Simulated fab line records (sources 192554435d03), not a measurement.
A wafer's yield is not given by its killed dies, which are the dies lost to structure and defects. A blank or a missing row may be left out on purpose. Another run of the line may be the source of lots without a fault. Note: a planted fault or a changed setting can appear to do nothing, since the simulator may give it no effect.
fab line records    flow n5-finfet
[record] lots = 9  wafers = 26  last-day = 18
route steps=1938 shown BEOL_M4@1111 BEOL_M11@1579 BEOL_M12@1602 PASSIVATION@1936
lots untouched by any fault: they come from a run of this same line in which no faults occurred
start-h: the number of hours between the record's first day and the start of the first shown wafer of the lot    wait-h: hours since the lot's step before    " the same as in the row above    L1.1+2: several wafers, shown together as one row    - no value, or no start given    * or withheld: withheld    < > ~ a bound
route shown NAME@n: NAME is a module with steps in the file, n the number in the route of the first one    usual: mean/standard deviation of fault-free wafers    same: alike in all rows    chamber/n: place in a boat    sites: per-site readings    _std_site: their standard deviation    _edge_site: inner sites' mean taken away from outer sites' mean    radius-mm: how far each site lies from the wafer's centre    mask NAME#n: copy n    behind: tool/chamber where the wafer was last shaped    hold: why the lot was held/for how many hours/how that ended    device: names the non-switching transistor (n, p or np)    end of line: tests run on the same wafers once the route is complete    where a step has no rows: the recipe by itself    killed: the dies lost at the first sort to structure and to defects; this is not the yield of the wafer    map: per-die view of a wafer (x killed, . not killed, _ where there is no die)
set.NAME: the setting that was run; set.NAME@STEP: the one run at that earlier step    model.NAME: the simulator's own value behind a step, which no gauge read
the route's steps for a sample of lots (tables are steps, rows are wafers)
services: from which hour (start-h, from the record's first day; less than 0 if before it) a tool's chamber was out of use, for how many hours, and why
[[steps]]
[step N5_BEOL_M4_RC_MEAS_101]
[usual] DIBL_N = 36.2/1.5  DIBL_P = 36.4/2.1  IOFF_N = 0.16/0.031  IOFF_P = 0.21/0.037  ION_N = 679/11  ION_P = 465/7.7  SS_N = 71.4/0.55  SS_P = 73.2/0.63  VT_N = 249/3.3  VT_P = -250/3.4
lot.wafer  tool       chamber  start-h  wait-h  DIBL_N[mV/V]  DIBL_P[mV/V]  IOFF_N[nA/um]  IOFF_P[nA/um]  ION_N[uA/um]  ION_P[uA/um]  SS_N[mV/dec]  SS_P[mV/dec]  VT_N[mV]  VT_P[mV]
L802.1     prober-02  0        183.93   0.0     35.4          37.8          0.16           0.21           684           464           71.1          73.1          250       -249
L802.2     "          0        "        "       35.4          38.0          0.16           0.22           673           463           71.4          74.1          252       -249
L802.5     "          0        "        "       35.0          38.6          0.16           0.22           680           469           71.7          72.9          246       -248
L803.1     prober-01  0        194.07   0.0     36.2          35.0          0.17           0.23           682           467           72.2          73.1          249       -249
L803.2     "          0        "        "       36.6          36.3          0.18           0.25           670           465           71.1          73.9          248       -244
L803.4     "          0        "        "       36.1          35.0          0.16           0.24           667           464           71.3          74.1          251       -244
L805.4     prober-01  0        224.24   0.5     38.4          37.2          0.20           0.26           697           470           71.9          73.5          246       -244
L805.5     "          0        "        "       35.3          34.7          0.15           0.22           689           473           71.2          73.2          249       -248
L805.6     "          0        "        "       35.4          34.4          0.15           0.21           678           468           72.0          72.7          250       -249
L809.2     prober-01  0        229.87   0.2     37.5          36.4          0.21           0.26           681           471           71.8          72.5          244       -246
L809.3     "          0        "        "       34.5          34.1          0.14           0.22           682           476           70.7          72.7          248       -246
L809.4     "          0        "        "       36.5          36.2          0.20           0.26           690           472           71.4          72.7          245       -246
L810.1     prober-02  0        236.01   0.0     32.9          34.8          0.12           0.17           679           470           70.5          72.2          253       -253
L810.2     "          0        "        "       34.6          36.6          0.14           0.19           674           462           70.4          72.8          253       -251
L810.4     "          0        "        "       35.7          38.1          0.16           0.21           683           466           71.0          73.8          252       -252
L818.1     prober-02  0        282.72   0.0     34.6          34.6          0.13           0.20           650           458           71.4          72.5          249       -248
L818.2     "          0        "        "       34.2          34.5          0.13           0.19           665           462           70.3          73.3          250       -248
L818.5     "          0        "        "       35.2          34.7          0.13           0.20           659           460           71.3          72.6          250       -247
L819.1     prober-01  0        285.12   0.0     35.5          35.1          0.15           0.22           683           473           71.0          74.0          248       -249
L819.4     "          0        "        "       36.5          35.7          0.16           0.23           668           464           71.0          73.4          252       -249
L819.6     "          0        "        "       35.4          33.6          0.14           0.20           669           465           71.5          72.4          253       -250
L820.2     prober-01  0        308.08   0.2     33.8          33.1          0.12           0.17           663           462           70.7          72.3          251       -253
L820.3     "          0        "        "       36.4          36.4          0.17           0.22           692           474           71.4          73.4          245       -247
L822.3     prober-02  0        316.51   0.5     35.0          35.3          0.16           0.21           693           463           70.4          73.5          248       -250
L822.4     "          0        "        "       36.9          36.5          0.17           0.21           682           467           72.3          74.0          251       -249
L822.5     "          0        "        "       37.2          36.8          0.19           0.22           680           465           71.8          74.4          248       -250
[step N5_BEOL_M11_ETCH_41]
[recipe] chemistry = CH3F/O2  target = SiCN  target-depth-a = 426  taper-deg = 2  time-s = 86  ion-energy-ev = 120  mask-material = TiN  pressure-mtorr = 30  source-w = 395  bias-w = 75  Ar_flow_sccm = 150  CH3F_flow_sccm = 30  O2_flow_sccm = 20
[usual] bias-w = 74.98/0.21  drypump-motor-current-A = 5.6/0.42  oes-product-au = 0.78/0.078  rf-vpp-V = 297.6/1.8  showerhead-plenum-p-Torr = 2.02/0.087  throttle-valve-pct = 16.40/0.28
lot.wafer  tool         chamber  start-h  wait-h  bias-w  drypump-motor-current-A  oes-product-au  rf-hours-counter-h  rf-vpp-V  showerhead-plenum-p-Torr  throttle-valve-pct
L802.1     rie-diel-04  2        -        -       75.24   5.7                      0.69            224                 296.0     1.89                      16.64
L802.2     "            0        "        "       74.73   6.3                      0.82            62                  298.9     2.03                      16.59
L802.5     "            2        "        "       75.19   5.6                      0.69            -                   293.1     1.89                      16.62
L803.1     rie-diel-06  2        -        -       74.75   5.8                      0.87            29                  296.4     2.05                      16.05
L803.2     "            1        "        "       74.63   5.0                      0.87            34                  299.4     2.13                      15.81
L803.4     "            0        "        "       74.94   5.9                      0.87            44                  297.9     2.13                      16.50
L805.4     rie-diel-05  1        -        -       74.90   5.5                      0.73            162                 294.9     1.91                      16.39
L805.5     "            2        "        "       75.15   4.9                      0.74            -                   296.6     1.99                      16.57
L805.6     "            3        "        "       75.21   5.2                      0.69            -                   295.0     1.88                      16.49
L809.2     rie-diel-06  3        -        -       75.20   5.6                      0.81            94                  298.8     2.10                      16.19
L809.3     "            0        "        "       75.16   5.9                      0.86            53                  298.8     2.13                      16.51
L809.4     "            1        "        "       75.31   5.0                      0.84            48                  299.3     2.12                      15.85
L810.1     rie-diel-04  0        -        -       74.97   6.3                      0.81            78                  297.9     2.03                      16.62
L810.2     "            3        "        "       75.16   5.8                      0.70            217                 299.4     2.06                      16.77
L810.4     "            1        "        "       74.67   6.0                      0.69            249                 297.9     2.06                      16.44
L818.1     rie-diel-04  2        -        -       74.95   5.6                      0.97            2                   300.5     2.13                      16.22
L818.2     "            1        "        "       75.18   6.0                      0.97            9                   299.2     2.05                      16.00
L818.5     "            0        "        "       75.30   6.3                      0.76            -                   298.3     2.02                      16.65
L819.1     rie-diel-04  1        -        -       74.63   6.0                      0.97            11                  297.2     2.05                      16.01
L819.4     "            0        "        "       75.21   6.3                      0.77            100                 297.5     2.02                      16.66
L819.6     "            3        "        "       74.89   5.9                      0.68            -                   298.5     2.05                      16.79
L820.2     rie-diel-05  0        -        -       74.91   5.8                      0.80            93                  294.7     1.92                      16.20
L820.3     "            2        "        "       75.20   4.8                      0.71            166                 297.4     1.98                      16.62
L822.3     rie-diel-06  0        -        -       75.13   5.9                      0.82            77                  299.5     2.12                      16.57
L822.4     "            1        "        "       74.97   5.0                      0.82            71                  299.1     2.11                      15.88
L822.5     "            3        "        "       74.93   5.6                      0.78            -                   297.7     2.10                      16.27
[step N5_BEOL_M11_OCD_MEAS_38]
[usual] trench-depth-nm = 148.1/2.3
lot.wafer  tool    chamber  start-h  wait-h  trench-depth-nm
L802.1     ocd-01  -        242.61   -       146.8
L802.2     "       -        "        "       146.5
L802.5     "       -        "        "       147.1
L803.1     ocd-02  -        257.34   -       150.0
L803.2     "       -        "        "       151.3
L803.4     "       -        "        "       150.1
L805.4     ocd-01  -        283.45   -       145.8
L805.5     "       -        "        "       147.1
L805.6     "       -        "        "       147.5
L809.2     ocd-01  -        297.19   -       146.1
L809.3     "       -        "        "       151.6
L809.4     "       -        "        "       152.2
L810.1     ocd-01  -        303.42   -       147.4
L810.2     "       -        "        "       147.9
L810.4     "       -        "        "       148.7
L818.1     ocd-02  -        348.50   -       152.8
L818.2     "       -        "        "       151.0
L818.5     "       -        "        "       145.2
L819.1     ocd-01  -        357.57   -       151.8
L819.4     "       -        "        "       145.4
L819.6     "       -        "        "       150.3
L820.2     ocd-02  -        376.10   -       146.5
L820.3     "       -        "        "       143.9
L822.3     ocd-02  -        383.73   -       150.4
L822.4     "       -        "        "       151.0
L822.5     "       -        "        "       145.0
[step N5_BEOL_M11_SPUTTER_48]
[recipe] material = Cu  target-thk-a = 120  temp-c = -20  bias-v = 60  power-w = 26000  chamber-pressure-pa = 0.13  time-s = 2
[usual] cathode-dc-power-W = 26000/5.2  chuck-gas-flow-sccm = 1.26/0.056  throttle-valve-pct = 30.0/0.92
lot.wafer  tool            chamber  start-h  wait-h  cathode-dc-power-W  chuck-gas-flow-sccm  throttle-valve-pct
L802.1     pvd-sputter-03  -        244.07   0.1     26000               1.22                 29.5
L802.2     "               -        "        "       26003               1.16                 29.8
L802.5     "               -        "        "       26003               1.27                 30.0
L803.1     pvd-sputter-02  -        258.59   0.1     26000               1.29                 29.5
L803.2     "               -        "        "       26003               1.24                 29.5
L803.4     "               -        "        "       26002               1.23                 31.6
L805.4     pvd-sputter-01  -        285.86   0.1     25995               1.33                 29.7
L805.5     "               -        "        "       25999               1.24                 31.0
L805.6     "               -        "        "       26004               1.33                 29.8
L809.2     pvd-sputter-01  -        300.41   0.1     25996               1.34                 30.1
L809.3     "               -        "        "       26000               1.30                 28.0
L809.4     "               -        "        "       26001               1.23                 31.0
L810.1     pvd-sputter-02  -        305.21   0.1     25999               1.19                 32.2
L810.2     "               -        "        "       26009               1.33                 29.7
L810.4     "               -        "        "       25993               1.26                 29.7
L818.1     pvd-sputter-03  -        353.97   0.7     26006               1.30                 29.5
L818.2     "               -        "        "       25993               1.29                 30.3
L818.5     "               -        "        "       26003               1.37                 30.0
L819.1     pvd-sputter-02  -        360.20   0.1     26001               1.26                 29.9
L819.4     "               -        "        "       25987               1.21                 31.6
L819.6     "               -        "        "       26002               1.26                 29.6
L820.2     pvd-sputter-02  -        378.76   0.2     26001               1.35                 30.7
L820.3     "               -        "        "       25993               1.21                 29.9
L822.3     pvd-sputter-01  -        388.52   0.1     26001               1.26                 30.1
L822.4     "               -        "        "       26002               1.36                 28.3
L822.5     "               -        "        "       25999               1.29                 31.0
[step N5_BEOL_M12_ILD_DEP_00]
[recipe] material = SiOC  target-thk-a = 6589.2  temp-c = 350  precursor = DEMS/O2  pressure-torr = 5  rf-w = 500  time-s = 130.7
[usual] heater-power-w = 476/66  showerhead-plenum-p-Torr = 5.685/0.015  throttle-valve-pct = 12.0/0.58
lot.wafer  tool      chamber  start-h  wait-h  heater-power-w  showerhead-plenum-p-Torr  throttle-valve-pct
L802.1     pecvd-04  0        246.15   0.0     402             5.661                     12.4
L802.2     "         1        "        "       536             5.695                     11.9
L802.5     "         2        "        "       534             5.710                     11.0
L803.1     pecvd-04  2        262.56   0.0     466             5.691                     11.3
L803.2     "         1        "        "       464             5.729                     12.1
L803.4     "         2        "        "       513             5.699                     11.5
L805.4     pecvd-03  2        286.93   0.1     537             5.682                     11.3
L805.5     "         1        "        "       427             5.700                     12.9
L805.6     "         0        "        "       409             5.680                     12.0
L809.2     pecvd-04  1        301.43   0.0     456             5.687                     12.2
L809.3     "         2        "        "       515             5.702                     11.3
L809.4     "         1        "        "       498             5.700                     11.9
L810.1     pecvd-04  1        306.75   0.0     518             5.703                     11.9
L810.2     "         2        "        "       517             5.706                     11.1
L810.4     "         2        "        "       553             5.701                     11.6
L818.1     pecvd-04  0        355.10   0.0     382             5.656                     12.8
L818.2     "         2        "        "       556             5.685                     11.5
L818.5     "         0        "        "       395             5.678                     13.1
L819.1     pecvd-04  0        361.22   0.0     368             5.649                     12.6
L819.4     "         0        "        "       389             5.674                     12.8
L819.6     "         2        "        "       552             5.705                     11.4
L820.2     pecvd-01  1        379.84   0.0     435             5.673                     12.0
L820.3     "         2        "        "       514             5.674                     11.6
L822.3     pecvd-03  0        389.57   0.1     430             5.677                     12.5
L822.4     "         2        "        "       583             5.687                     11.9
L822.5     "         0        "        "       444             5.680                     12.4
[step N5_BEOL_M12_THK_MEAS_01]
[recipe] reads = SiOC_of_BEOL_M12_ILD_DEP_00
[usual] M12_ILD_THK = 662/9.9
lot.wafer  tool           chamber  start-h  wait-h  M12_ILD_THK[nm]
L802.1     film-metro-01  -        246.28   0.1     656
L802.2     "              -        "        "       663
L802.5     "              -        "        "       671
L803.1     film-metro-01  -        262.69   0.1     666
L803.2     "              -        "        "       668
L803.4     "              -        "        "       669
L805.4     film-metro-02  -        287.01   0.0     673
L805.5     "              -        "        "       659
L805.6     "              -        "        "       660
L809.2     film-metro-02  -        301.56   0.1     649
L809.3     "              -        "        "       653
L809.4     "              -        "        "       670
L810.1     film-metro-02  -        306.88   0.1     667
L810.2     "              -        "        "       666
L810.4     "              -        "        "       674
L818.1     film-metro-01  -        355.23   0.1     660
L818.2     "              -        "        "       559
L818.5     "              -        "        "       675
L819.1     film-metro-01  -        361.35   0.1     648
L819.4     "              -        "        "       654
L819.6     "              -        "        "       561
L820.2     film-metro-02  -        379.97   0.1     654
L820.3     "              -        "        "       648
L822.3     film-metro-02  -        389.71   0.1     650
L822.4     "              -        "        "       669
L822.5     "              -        "        "       658
[step N5_BEOL_M12_OCD_MEAS_35]
[usual] trench-depth-nm = 320/4.6
lot.wafer  tool    chamber  start-h  wait-h  trench-depth-nm
L802.1     ocd-02  -        248.23   0.0     327
L802.2     "       -        "        "       316
L802.5     "       -        "        "       324
L803.1     ocd-01  -        264.91   0.0     317
L803.2     "       -        "        "       325
L803.4     "       -        "        "       327
L805.4     ocd-02  -        289.09   0.0     315
L805.5     "       -        "        "       316
L805.6     "       -        "        "       322
L809.2     ocd-01  -        303.72   0.0     323
L809.3     "       -        "        "       318
L809.4     "       -        "        "       329
L810.1     ocd-02  -        309.10   0.0     325
L810.2     "       -        "        "       320
L810.4     "       -        "        "       330
L818.1     ocd-01  -        357.18   0.0     315
L818.2     "       -        "        "       226
L818.5     "       -        "        "       319
L819.1     ocd-02  -        363.44   0.0     322
L819.4     "       -        "        "       325
L819.6     "       -        "        "       236
L820.2     ocd-01  -        381.93   0.0     317
L820.3     "       -        "        "       314
L822.3     ocd-01  -        391.91   0.0     328
L822.4     "       -        "        "       322
L822.5     "       -        "        "       325
[step N5_PASSIVATION_PROBE_49]
[usual] defect-limited-yield = 91.3/1.3  killed_at_M0_to_M3 = 36/12  killed_at_M4_up = 13/4.6  killed-at-contacts = 13/5.4  killed-at-front-end = 37/10  killed-at-other = 3.6/2.9  killed-dies = 102/15  killed-open = 67/12  killed-short = 33/7.5  sort_bin_5_function = 5.1/0.93  sort_bin_6_memory = 3.2/0.62  sort-n-pass = 1078/15  sort-yield-pct = 91.3/1.3
[same] gross-dies = 1180  killed-at-back-side = 0  sort_bin_4_leakage[%] = 0  sort_bin_8_speed[%] = 0
lot.wafer  tool       chamber  start-h  wait-h  defect-limited-yield[%]  killed_at_M0_to_M3  killed_at_M4_up  killed-at-contacts  killed-at-front-end  killed-at-other  killed-dies  killed-open  killed-short  sort_bin_5_function[%]  sort_bin_6_memory[%]  sort-n-pass  sort-yield-pct[%]
L802.1     prober-02  -        289.92   0.0     93.1                     25                  5                15                  33                   3                81           57           23            3.6                     2.8                   1099         93.1
L802.2     prober-02  -        289.97   0.1     90.6                     30                  9                19                  46                   7                111          73           38            5.0                     4.2                   1069         90.6
L802.5     prober-02  -        290.12   0.2     89.7                     26                  15               11                  62                   7                121          76           43            5.8                     4.4                   1059         89.7
L805.4     prober-01  -        329.02   0.2     89.5                     43                  20               26                  34                   1                124          87           37            6.4                     3.6                   1056         89.5
L805.5     prober-01  -        329.07   0.2     91.4                     31                  9                12                  43                   6                101          73           27            5.3                     3.2                   1079         91.4
L805.6     prober-01  -        329.12   0.3     91.5                     36                  17               16                  26                   5                100          67           29            5.3                     3.1                   1080         91.5
L809.2     prober-01  -        342.15   0.1     91.9                     30                  15               10                  31                   9                95           54           39            4.7                     2.8                   1085         91.9
L809.3     prober-01  -        342.20   0.1     92.2                     19                  18               14                  36                   5                92           67           23            4.3                     3.3                   1088         92.2
L809.4     prober-01  -        342.25   0.2     92.1                     26                  13               20                  32                   2                93           62           28            4.5                     3.0                   1087         92.1
L818.1     prober-02  -        395.06   0.0     93.1                     33                  17               8                   16                   8                82           47           34            4.0                     2.5                   1098         93.1
L818.2     prober-02  -        395.11   0.1     72.9                     46                  234              13                  22                   5                320          60           35            23.6                    3.1                   860          72.9
L818.5     prober-02  -        395.26   0.2     92.5                     22                  10               10                  38                   9                89           54           32            4.4                     2.6                   1091         92.5
L819.1     prober-01  -        400.22   0.0     89.0                     53                  11               22                  42                   2                130          91           38            7.3                     3.4                   1050         89.0
L819.4     prober-01  -        400.37   0.2     90.3                     47                  7                17                  42                   1                114          75           39            6.1                     3.4                   1066         90.3
L819.6     prober-01  -        400.47   0.3     72.2                     32                  245              13                  35                   3                328          64           33            24.2                    3.3                   852          72.2
// killed by level:class
L802.1 MOL_CONTACT_COAG:geometric-particle:open=13 FIN_SAQP:geometric-particle:open=12 FIN_SAQP:geometric-particle:short=6 STI_FIN_REVEAL:geometric-particle:open=6 BEOL_M0_SAQP:geometric-particle:open=6 BEOL_M2:geometric-particle:open=6 BEOL_M0_SAQP:geometric-particle:short=5 BEOL_M0:geometric-particle:open=4
L802.2 FIN_SAQP:geometric-particle:open=23 MOL_CONTACT_COAG:geometric-particle:open=15 BEOL_M0_SAQP:geometric-particle:short=11 FIN_SAQP:geometric-particle:short=10 BEOL_M0_SAQP:geometric-particle:open=7 MOL_CONTACT_COAG:geometric-particle:short=4 STI_FIN_REVEAL:geometric-particle:open=3 ILD0:geometric-particle:open=3
L802.5 STI_FIN_REVEAL:geometric-particle:open=18 FIN_SAQP:geometric-particle:open=16 FIN_SAQP:geometric-particle:short=7 MOL_CONTACT_COAG:geometric-particle:open=7 STARTING-WAFER:geometric-particle:short=7 BEOL_M0_SAQP:geometric-particle:open=5 BEOL_M1:geometric-particle:short=5 BEOL_M0_SAQP:geometric-particle:short=4
L805.4 BEOL_M2:geometric-particle:open=18 MOL_CONTACT_COAG:geometric-particle:open=16 MOL_CONTACT_COAG:geometric-particle:short=10 BEOL_M0_SAQP:geometric-particle:short=9 BEOL_M4:geometric-particle:open=9 BEOL_M0_SAQP:geometric-particle:open=8 FIN_SAQP:geometric-particle:short=6 GATE_CUT:geometric-particle:open=5
L805.5 MOL_CONTACT_COAG:geometric-particle:open=12 STI_FIN_REVEAL:geometric-particle:open=11 BEOL_M2:geometric-particle:open=8 FIN_SAQP:geometric-particle:open=7 GATE_CUT:geometric-particle:open=6 BEOL_M1:geometric-particle:open=5 FIN_SAQP:geometric-particle:short=5 BEOL_M0_SAQP:geometric-particle:open=5
L805.6 MOL_CONTACT_COAG:geometric-particle:open=13 BEOL_M2:geometric-particle:open=12 BEOL_M0_SAQP:geometric-particle:open=5 BEOL_M2:geometric-particle:short=5 FIN_SAQP:geometric-particle:short=4 STI_FIN_REVEAL:geometric-particle:open=4 GATE_CUT:geometric-particle:short=4 BEOL_M0_SAQP:geometric-particle:short=4
L809.2 DUMMY_GATE:geometric-particle:open=7 BEOL_M2:geometric-particle:open=7 BEOL_M0_SAQP:geometric-particle:short=6 BEOL_M3:geometric-particle:open=5 MOL_CONTACT_COAG:geometric-particle:open=5 MOL_CONTACT_COAG:geometric-particle:short=5 BEOL_M4:geometric-particle:open=5 STI_FIN_REVEAL:geometric-particle:open=4
L809.3 MOL_CONTACT_COAG:geometric-particle:open=12 FIN_SAQP:geometric-particle:open=10 BEOL_M4:geometric-particle:open=8 BEOL_M0_SAQP:geometric-particle:open=6 DUMMY_GATE:geometric-particle:open=5 GATE_CUT:geometric-particle:open=5 FIN_SAQP:geometric-particle:short=4 BEOL_M0_SAQP:geometric-particle:short=4
L809.4 MOL_CONTACT_COAG:geometric-particle:open=16 FIN_SAQP:geometric-particle:open=8 DUMMY_GATE:geometric-particle:open=7 BEOL_M0_SAQP:geometric-particle:short=7 BEOL_M0_SAQP:geometric-particle:open=6 MOL_CONTACT_COAG:geometric-particle:short=4 BEOL_M2:geometric-particle:short=4 BEOL_M3:geometric-particle:open=4
L818.1 BEOL_M0_SAQP:geometric-particle:short=14 MOL_CONTACT_COAG:geometric-particle:open=7 BEOL_M0_SAQP:geometric-particle:open=6 BEOL_M1:geometric-particle:open=6 BEOL_M4:geometric-particle:open=6 BEOL_M3:geometric-particle:open=5 FIN_SAQP:geometric-particle:open=3 FIN_SAQP:geometric-particle:short=3
L818.2 BEOL_M12:area-etch=225 BEOL_M0_SAQP:geometric-particle:open=14 BEOL_M0_SAQP:geometric-particle:short=10 MOL_CONTACT_COAG:geometric-particle:open=9 BEOL_M4:geometric-particle:open=7 BEOL_M1:geometric-particle:open=7 GATE_CUT:geometric-particle:short=6 BEOL_M2:geometric-particle:open=5
L818.5 BEOL_M0_SAQP:geometric-particle:open=9 BEOL_M0_SAQP:geometric-particle:short=9 MOL_CONTACT_COAG:geometric-particle:open=8 STARTING-WAFER:geometric-particle:open=7 FIN_SAQP:geometric-particle:open=6 GATE_CUT:geometric-particle:short=6 GATE_CUT:geometric-particle:open=6 MIM_TOP_ETCH:geometric-particle:open=6
L819.1 MOL_CONTACT_COAG:geometric-particle:open=17 BEOL_M0_SAQP:geometric-particle:open=15 BEOL_M0_SAQP:geometric-particle:short=10 BEOL_M2:geometric-particle:open=8 STI_FIN_REVEAL:geometric-particle:open=7 BEOL_M3:geometric-particle:open=7 ILD0:geometric-particle:short=6 BEOL_M0:geometric-particle:open=5
L819.4 BEOL_M0_SAQP:geometric-particle:short=14 MOL_CONTACT_COAG:geometric-particle:open=13 BEOL_M0_SAQP:geometric-particle:open=13 FIN_SAQP:geometric-particle:open=11 FIN_SAQP:geometric-particle:short=8 BEOL_M1:geometric-particle:open=7 BEOL_M3:geometric-particle:open=7 MOL_CONTACT_COAG:geometric-particle:short=4
L819.6 BEOL_M12:area-etch=230 MOL_CONTACT_COAG:geometric-particle:open=11 BEOL_M0_SAQP:geometric-particle:open=8 GATE_CUT:geometric-particle:short=6 BEOL_M0_SAQP:geometric-particle:short=5 BEOL_M1:geometric-particle:open=5 BEOL_M3:geometric-particle:open=5 STARTING-WAFER:geometric-particle:open=5
[[services]]
tool            chamber  start-h  hours  kind
rie-diel-06     1        231.72   4.9    repair
pecvd-01        2        241.33   7.7    repair
pecvd-03        -        258.74   2.8    pm
rie-diel-06     0        280.96   8.9    repair
pecvd-04        0        291.15   4.5    repair
pvd-sputter-01  -        291.75   1.0    repair
rie-diel-05     -        292.30   4.3    pm
pecvd-01        -        302.76   6.0    pm
rie-diel-04     1        306.90   -      clean
rie-diel-04     1        306.90   -      consumable-replace:focus-ring
rie-diel-04     1        306.90   17.6   scheduled-down
rie-diel-04     1        306.90   17.6   vent-cycle
rie-diel-04     2        324.51   -      clean
rie-diel-04     2        324.51   -      consumable-replace:focus-ring
rie-diel-04     2        324.51   -      consumable-replace:showerhead
rie-diel-04     2        324.51   18.1   scheduled-down
rie-diel-04     2        324.51   18.1   vent-cycle
rie-diel-04     3        339.73   5.7    repair
pecvd-03        1        355.47   2.1    scheduled-down
pvd-sputter-03  -        357.96   4.7    repair
pecvd-04        0        364.57   16.5   scheduled-down
rie-diel-06     -        371.68   7.5    repair
rie-diel-05     3        372.99   5.7    repair
pvd-sputter-02  -        385.67   3.8    repair
[[key]]
[first-sign] step = N5_BEOL_M12_THK_MEAS_01  reading = M12_ILD_THK  direction = down  sigmas = 10  usual = 662  struck = 560
[effect] step = N5_BEOL_M12_OCD_MEAS_35  reading = trench-depth-nm  direction = down  sigmas = 19  usual = 320  struck = 231
[effect] step = N5_PASSIVATION_PROBE_49  reading = killed_at_M4_up  direction = up  sigmas = 50  usual = 13  struck = 240
[more-kills-born-at] N5_BEOL_M12_VIA_ETCH_16@rie-diel-03 = 455
met-at N5_BEOL_M12_ILD_DEP_00
struck-lots L818,L819
struck-wafers L818.2,L819.6
not-acting-at N5_BEOL_M11_ETCH_41,N5_BEOL_M11_OCD_MEAS_38,N5_BEOL_M11_SPUTTER_48
onset-between 306.75 355.10
[fault] kind = site-profile-drift  tool = pecvd-04  chamber = 2  onset-h = 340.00  steps = N5_BEOL_M12_ILD_DEP_00  basis = fraction  max-abs-drift = 0.34132  slope-share-per-hr = 75.849  site-pattern = 0,0,0,0,0,-1,-1,-1,-1
